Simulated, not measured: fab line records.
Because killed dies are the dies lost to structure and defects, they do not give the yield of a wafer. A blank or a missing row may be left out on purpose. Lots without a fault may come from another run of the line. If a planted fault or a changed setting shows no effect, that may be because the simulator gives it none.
Which tool did it? + flow nand-harc + Sampling: 6 lots, 18 wafers, 5 of 1302 route steps

WHAT EACH GAUGE READ, for each wafer
NHARC_END_SORT_01.
| lot  | measured     | on        | killed-at-other |
|------|--------------|-----------|-----------------|
| L160 | day 25 04:05 | prober-01 | 2 2 3           |
| L161 | day 25 19:37 | prober-02 | 6 638 1         |
| L171 | day 30 10:26 | prober-01 | 0 0 0           |
| L174 | day 31 11:38 | prober-01 | 0 0 0           |
| L175 | day 32 04:36 | prober-01 | 0 0 0           |
| L179 | day 33 19:40 | prober-01 | 0 1 1           |

WHICH TOOL RAN EACH LOT (tool, then ch and the chambers of the sampled wafers, then the start)
| lot  | NHARC_A_BONDPAD_PRE_CLEAN_26            | NHARC_A_BONDPAD_PVD_27                  | NHARC_THIN_TSV_ETCH_44             | NHARC_THIN_TSV_DEGAS_49      |
|------|-----------------------------------------|-----------------------------------------|------------------------------------|------------------------------|
| L160 | pvd-sputter-03, day 24 16:06 or earlier | pvd-sputter-03, day 24 16:06 or earlier | rie-diel-02 ch 1,2,3, day 24 16:06 | pvd-sputter-02, day 24 18:37 |
| L161 | pvd-sputter-02, day 25 02:48 or earlier | pvd-sputter-02, day 25 02:48 or earlier | rie-diel-13 ch 0,1,2, day 25 02:48 | pvd-sputter-02, day 25 05:19 |
| L171 | pvd-sputter-01, day 29 18:19 or earlier | pvd-sputter-01, day 29 18:19 or earlier | rie-diel-03 ch 0,1,2, day 29 18:19 | pvd-sputter-02, day 29 21:36 |
| L174 | pvd-sputter-01, day 30 21:04 or earlier | pvd-sputter-01, day 30 21:04 or earlier | rie-diel-13 ch 0,1,2, day 30 21:04 | pvd-sputter-02, day 30 23:32 |
| L175 | pvd-sputter-03, day 31 15:09 or earlier | pvd-sputter-03, day 31 15:09 or earlier | rie-diel-13 ch 0,2,3, day 31 15:09 | pvd-sputter-01, day 31 17:37 |
| L179 | pvd-sputter-03, day 33 01:50 or earlier | pvd-sputter-03, day 33 01:50 or earlier | rie-diel-13 ch 0,1, day 33 01:50   | pvd-sputter-02, day 33 04:21 |
- NHARC_A_BONDPAD_PRE_CLEAN_26: time 30 s.
- NHARC_A_BONDPAD_PVD_27: deposits Cu, target thk 30 nm, time 20.49 s.
- NHARC_THIN_TSV_ETCH_44: etches the open film in CF4/O2, target depth 1594.2 nm, time 797.1 s.
- NHARC_THIN_TSV_DEGAS_49: time 120 s.

THE ANSWER, worked out from the rows above alone
Rule: the usual values come from the lots themselves. Put in order of their means at a reading, lots are off if they are a third of the lots or fewer, leave a main group of 4 or more, and stand apart from it by a gap of 3 or more times the standard deviation of the main group's means; of several such gaps the widest counts. If all means in a main group match to the digits the tables above print for the reading, that group is not used. A lot without any number at a reading at which 4 lots or more have one is off too. Where the step has rows for the other lots, those lots are counted as sound.
Off: L161, at NHARC_END_SORT_01 (killed-at-other). The main group: mean 0.6, standard deviation 0.9.
A tool fits if, at a process step before that reading, it ran every lot that is off, and no sound lot after the first of them. Gauges at NHARC_END_SORT_01: tried the same way as those tools. NHARC_A_BONDPAD_PRE_CLEAN_26: start missing for some lots; hours and lot order therefore follow NHARC_THIN_TSV_ETCH_44. NHARC_A_BONDPAD_PVD_27: start missing for some lots; hours and lot order therefore follow NHARC_THIN_TSV_ETCH_44. This does not decide it: 2 tools fit, namely pvd-sputter-02 at NHARC_A_BONDPAD_PRE_CLEAN_26 and NHARC_A_BONDPAD_PVD_27 and prober-02 at NHARC_END_SORT_01.

WHAT THE SIMULATOR PUT IN
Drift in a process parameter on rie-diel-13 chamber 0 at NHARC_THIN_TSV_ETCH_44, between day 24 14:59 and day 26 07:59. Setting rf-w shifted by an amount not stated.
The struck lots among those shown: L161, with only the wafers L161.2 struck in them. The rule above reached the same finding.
